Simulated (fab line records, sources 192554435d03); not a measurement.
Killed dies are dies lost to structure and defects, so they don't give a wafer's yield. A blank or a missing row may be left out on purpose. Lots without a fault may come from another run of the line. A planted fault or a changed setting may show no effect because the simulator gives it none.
Problem report in the 8D (eight disciplines) form, filled by code | flow n5_finfet | the parts of the form that need people (team, actions taken, sign-off) are left out

1. THE PROBLEM
run_length_s at N5_BEOL_M3_VIA_ETCH_34 reads a mean of 81.0 s on 1 wafer of 1 lot; wafers without a fault read 88.9 s with a standard deviation of 0.41. That is -19 standard deviations from the usual mean.
The step: etches the open film in C4F6/O2, target depth 69.4 nm, time 65.9 s.
First seen on wafer L162.5, day 10 16:36, on rie_diel-01. The record holds 14 wafers of 5 lots with a number at this step. Rule for "out", or "out of limits": more than 4 standard deviations from the usual mean. The other wafers with a number count as sound.

2. WHAT IT IS AND WHAT IT IS NOT
question                    | is                | is not
which readings at this step | run_length_s      | drypump_motor_current_A, oes_f_703_au, oes_product_au, rf_vpp_V, showerhead_plenum_p_Torr, throttle_valve_pct
which lots                  | L162              | L149, L159, L161, L171
which wafers of those lots  | L162.5            | L162.4, L162.6
read on which tools         | rie_diel-01       | rie_diel-02, rie_diel-03
when                        | from day 10 16:36 | up to then (10 sound wafers); but 3 sound wafers of L171 came after

3. SUSPECTS, AND WHAT RULES EACH OUT
Counting: a tool at a process step up to the reading stays a suspect if it ran every lot that is out. Sound lots after the first of them don't rule it out here, since some wafers of a struck lot are sound.
- rie_diel-01 at N5_BEOL_M3_DESCUM_33 (chemistry O2, time 7 s): kept. It ran the lot that is out, L162 (day 10 11:05); its last sound lot up to then is L149 (day 6 21:04).
- rie_diel-01 at N5_BEOL_M3_ETCH_69 (etches SiARC in CF4, target depth 15.6 nm, time 26 s): kept. It ran the lot that is out, L162 (day 10 11:10); its last sound lot up to then is L149 (day 6 21:07).
- ald_sin-01 at N5_BEOL_M3_ALD_98 (deposits SiO2, target thk 2.5 nm, pulse time 1 s, co reactant pulse time 1 s): kept. It ran the lot that is out, L162 (day 10 11:13); its last sound lot up to then is L159 (day 9 16:05).
- rie_diel-01 at N5_BEOL_M3_ETCHBACK_99 (etches SiO2 in CHF3, target depth 5 nm, time 10.4 s): kept. It ran the lot that is out, L162 (day 10 16:28); its last sound lot up to then is L159 (day 9 19:02).
- rie_diel-01 at N5_BEOL_M3_ETCH_70 (etches SOC in N2/H2, target depth 80 nm, overetch 16 nm, time 120 s): kept. It ran the lot that is out, L162 (day 10 16:31); its last sound lot up to then is L159 (day 9 19:04).
- rie_diel-01 at N5_BEOL_M3_VIA_ETCH_34 (etches the open film in C4F6/O2, target depth 69.4 nm, time 65.9 s): kept. It ran the lot that is out, L162 (day 10 16:36); its last sound lot up to then is L159 (day 9 19:10). Its own readings are out on those wafers: run_length_s.
- Within rie_diel-01 at N5_BEOL_M3_DESCUM_33: the wafers that are out ran in chamber 2; their sound lot-mates ran in chambers 1, 3.
- Within rie_diel-01 at N5_BEOL_M3_ETCH_69: the wafers that are out ran in chamber 2; their sound lot-mates ran in chambers 1, 3.
- Within ald_sin-01 at N5_BEOL_M3_ALD_98: the wafers that are out ran in chamber 0; their sound lot-mates ran in chambers 1, 3.
- Within rie_diel-01 at N5_BEOL_M3_ETCHBACK_99: the wafers that are out ran in chamber 3; their sound lot-mates ran in chambers 1, 2.
- Within rie_diel-01 at N5_BEOL_M3_ETCH_70: the wafers that are out ran in chamber 3; their sound lot-mates ran in chambers 1, 2.
- Within rie_diel-01 at N5_BEOL_M3_VIA_ETCH_34: the wafers that are out ran in chamber 3; their sound lot-mates ran in chambers 1, 2.
Left after counting: rie_diel-01 at N5_BEOL_M3_DESCUM_33, rie_diel-01 at N5_BEOL_M3_ETCH_69, ald_sin-01 at N5_BEOL_M3_ALD_98, rie_diel-01 at N5_BEOL_M3_ETCHBACK_99, rie_diel-01 at N5_BEOL_M3_ETCH_70, rie_diel-01 at N5_BEOL_M3_VIA_ETCH_34.

4. THE CAUSE (what the simulator had put in)
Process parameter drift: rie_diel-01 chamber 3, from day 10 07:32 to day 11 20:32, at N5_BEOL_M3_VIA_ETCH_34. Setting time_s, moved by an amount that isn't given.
Counting left 6 suspects, and this tool is among them.

5. THE CHAIN OF EFFECTS, in route order
Each row: a reading whose mean over the struck wafers that have a number lies more than 3 standard deviations from the usual. Only readings for which the record gives a usual standard deviation are gone through. hours: the time from each lot's start at the first step in this table that gives one to its start at this step, as a median over the lots. sigmas: the change in usual standard deviations.
hours | step                   | reading      | usual  | on struck wafers | change | sigmas
0     | N5_BEOL_M3_VIA_ETCH_34 | run_length_s | 88.9 s | 81.0             | -7.9   | -19
The process steps in it:
- N5_BEOL_M3_VIA_ETCH_34: etches the open film in C4F6/O2, target depth 69.4 nm, time 65.9 s.
Readings that are blank on the struck wafers while sound wafers have them: bias_w at N5_BEOL_M3_VIA_ETCH_34.
Later measuring or inspecting steps at which every struck wafer that the step has a row for has a number for every such reading, and none has moved that far: N5_BEOL_M4_RC_MEAS_101.

6. WHAT WOULD HAVE CAUGHT IT SOONER
In this record the first reading out of limits was taken at day 10 16:36, 9 hours after the fault began at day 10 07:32.
